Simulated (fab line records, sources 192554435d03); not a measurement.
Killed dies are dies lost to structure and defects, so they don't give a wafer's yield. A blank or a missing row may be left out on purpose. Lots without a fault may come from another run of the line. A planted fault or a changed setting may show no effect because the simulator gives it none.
Which tool did it? | flow n5_finfet | 11 lots, 30 wafers sampled, at 1 step of a route of 1938

WHAT THE GAUGES READ, wafer by wafer
N5_BEOL_M0_SAQP_OVL_MEAS_15.
lot  | measured     | on         | M0_CORE_OVL (nm)
L396 | day 5 19:56  | overlay-02 | -1.2 0.4 -1.9
L397 | day 6 04:22  | overlay-01 | -1.2 -1.1 0.0
L399 | day 6 14:57  | overlay-02 | 0.2 -0.4 -1.1
L402 | day 7 04:59  | overlay-02 | -0.6 0.2 0.7
L408 | day 8 20:54  | overlay-01 | -1.3 -1.6 -1.7
L411 | day 9 17:09  | overlay-01 | -1.1 -0.6
L412 | day 9 20:26  | overlay-01 | 0.3 -0.4
L413 | day 9 23:22  | overlay-02 | -0.6 -0.5
L414 | day 10 07:34 | overlay-02 | -0.4 -1.1 -0.7
L416 | day 10 18:36 | overlay-02 | 0.5 -0.9 -1.0
L417 | day 11 02:40 | overlay-02 | 0.7 0.1 0.6

WHICH TOOL RAN EACH LOT (tool, then ch and the chambers of the sampled wafers, then the start)
The record holds no process step before these readings.

THE ANSWER, worked out from the rows above alone
Rule: what is usual is taken from the lots themselves. Put in order of their means at a reading, lots are off if they are a third of the lots or fewer, leave a main group of 4 or more, and stand apart from it by a gap of 3 or more times the standard deviation of the main group's means; of several such gaps the widest counts. A main group whose means are all the same, to the digits that the tables above print for the reading, isn't used. A lot without any number at a reading at which 4 lots or more have one is off too. The other lots that the step has rows for count as sound.
No lot is off at any reading shown: from this, nothing can be told.

WHAT THE SIMULATOR HAD PUT IN
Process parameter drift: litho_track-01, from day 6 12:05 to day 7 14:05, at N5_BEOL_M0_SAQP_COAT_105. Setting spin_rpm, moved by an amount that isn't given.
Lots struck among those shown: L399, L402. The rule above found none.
